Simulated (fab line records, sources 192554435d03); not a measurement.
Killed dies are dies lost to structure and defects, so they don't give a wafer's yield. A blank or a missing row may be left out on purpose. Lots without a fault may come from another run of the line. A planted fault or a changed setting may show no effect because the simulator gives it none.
Chamber matching | flow n5_finfet | N5_SPACER0_ALD_08 on ald_sin-02: 4 sister chambers
The step deposits SiNx, target thk 2 nm. 4 wafers are shown with their chamber, then 7 later ones without.

WAFERS WITH THEIR CHAMBER
wafer  | chamber | heater_power_w (W)
L080.1 | 1       | 923
L081.4 | 2       | 756
L086.2 | 3       | 870
L086.4 | 0       | 722

WAFERS WITHOUT THEIR CHAMBER
wafer  | heater_power_w (W)
L086.6 | 873
L094.4 | 766
L094.5 | 876
L094.6 | 792
L096.2 | 847
L096.3 | 796
L096.4 | 940

WHICH CHAMBER EACH WENT THROUGH
wafer  | from the rows above          | in truth
L086.6 | 3                            | 3
L094.4 | can't be placed: 2 or 0      | 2
L094.5 | can't be placed: 3 or 1      | 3
L094.6 | can't be placed: 2 or 0 or 3 | 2
L096.2 | 3                            | 3
L096.3 | can't be placed: 2 or 0 or 3 | 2
L096.4 | 1                            | 1
Placed correctly: 3 of 7. Can't be placed from these rows: 4 (the true chamber is among the candidates in 4). Placed wrongly: 0.
How it was worked out, from the rows above alone: a wafer's distance from a chamber is the root of the sum, over the readings, of the square of ((its reading less the chamber's mean) divided by the reading's scatter). The wafer belongs to the nearest chamber; if the next one is less than 2 further off, it can't be placed. A chamber's mean is the mean of its shown wafers. The scatter: with one shown wafer a chamber, the root of the mean of the squares of how far each hidden wafer lies from its nearest shown one.
